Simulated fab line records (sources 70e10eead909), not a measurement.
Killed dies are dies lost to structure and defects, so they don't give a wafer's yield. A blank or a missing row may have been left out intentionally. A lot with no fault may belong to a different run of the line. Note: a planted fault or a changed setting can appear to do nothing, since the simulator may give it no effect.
A lot that was struck, set against a sound lot ; flow nand_harc ; 14 out of 1302 route steps
Sound: wafers L573.2, L573.4, L573.5. Struck: wafer L582.6 (L582.2, L582.5, from the same lot, were not struck and are left out); the cause is given at the end.
For every step that has rows: the tool of each side, followed by ch and its chambers, followed by its first start. Under that, the readings that differ: sound wafers ; struck wafers ; difference of the means ; sigmas: that difference in standard deviations of wafers without a fault.
alike: a reading whose means differ by less than 2 such deviations, as well as words and numbers matching on both sides. not compared: withheld readings; readings where some wafer has no value; bounds like >300 that might hide an equal value; numbers whose values overlap and for which the record gives no deviation.
Wherever a step has rows on one side only, a row that says differs or no value, or a row with sigmas, the two part there. Numbers that don't overlap but have no deviation are shown without sigmas and don't part them. A reading that every wafer of one side lacks parts them only if that side has two wafers or more.

first, 4 steps without rows for these wafers: NHARC_A_WL_FILL_STRIP_28 (strips in post etch residue remover, time 1200 s); NHARC_A_WL_FILL_PRECLEAN_06 (cleans in DIW, time 300 s); NHARC_A_WL_FILL_SRD_07; NHARC_A_WL_FILL_ANNEAL_08 (time 1800 s).
NHARC_A_WL_FILL_ALD_10: deposits SiO2, target thk 50 nm, pulse time 10 s, ald cycles 500.
  sound on ald_hk-01 ch 0,1,3, day 23 22:04; struck on ald_hk-03 ch 2, day 27 21:20
  alike: heater_power_w, precursor_pulse_height_rel
NHARC_A_WL_FILL_ETCHBACK_16: etches the open film in C4F8/O2/Ar, target depth 120 nm, time 24 s.
  sound: rie_diel-12 ch 0,3; struck: rie_diel-01 ch 0
reading;sound;struck;difference;sigmas
bias_w (W);803.6 802.5 802.8;795.1;-7.9;-3
  alike: oes_product_au, rf_fwd_power_W, rf_vpp_V, run_length_s
  not compared: rf_hours_counter_h
NHARC_A_WL_FILL_STRIP_29: strips in O2, time 20 s.
  sound on rie_diel-12 ch 1,2, day 24 02:16; struck on rie_diel-01 ch 0, day 28 00:31
reading;sound;struck;difference;sigmas
drypump_motor_current_A (A);5.9 5.8 5.9;4.8;-1.1;-2
  alike: oes_product_au, rf_vpp_V, showerhead_plenum_p_Torr, throttle_valve_pct
  not compared: rf_hours_counter_h
NHARC_A_WL_FILL_ETCHBACK_17: etches the open film in Cl2/BCl3, target depth 4 nm, time 26.7 s.
  sound on rie_metal-03 ch 0,1, day 24 02:22; struck on rie_metal-02 ch 1, day 28 00:37
  alike: drypump_motor_current_A, oes_product_au, run_length_s
  not compared: rf_hours_counter_h
then, 3 steps without rows for these wafers: NHARC_A_WL_FILL_PRECLEAN_18 (cleans in dHF, time 30 s); NHARC_A_WL_FILL_SRD_21; NHARC_A_WL_FILL_CVD_23 (deposits poly-Si, target thk 40 nm, time 800 s).
NHARC_A_WL_FILL_ETCHBACK_26: etches the open film in HBr, target depth 52 nm, time 13.3 s.
  sound on rie_si-04 ch 0,2,3, day 24 07:35; struck on rie_si-04 ch 0, day 28 05:50
reading;sound;struck;difference;sigmas
run_length_s (s);35.2 34.2 34.4;30.3;-4.3;-11
  alike: drypump_motor_current_A, oes_product_au, throttle_valve_pct
  not compared: bias_w, rf_fwd_power_W, rf_hours_counter_h
then, 1 step without rows for these wafers: NHARC_A_WL_FILL_PRECLEAN_30 (cleans in dHF, time 10 s).
-- the record jumps here: 4 days lie between the struck wafers' starts before and after (it left off in module A_WL_FILL and takes up again in module END, whose first step shown is number 1302 of the route) --
NHARC_END_SORT_01:
  here the record holds rows for the struck wafers (prober-01 ch 0, day 31 23:48) but none for the sound ones

== WHERE THEY PART ==
At NHARC_A_WL_FILL_ETCHBACK_16 first; at NHARC_END_SORT_01 last (within this record only).

WHY: whatever the simulator had introduced
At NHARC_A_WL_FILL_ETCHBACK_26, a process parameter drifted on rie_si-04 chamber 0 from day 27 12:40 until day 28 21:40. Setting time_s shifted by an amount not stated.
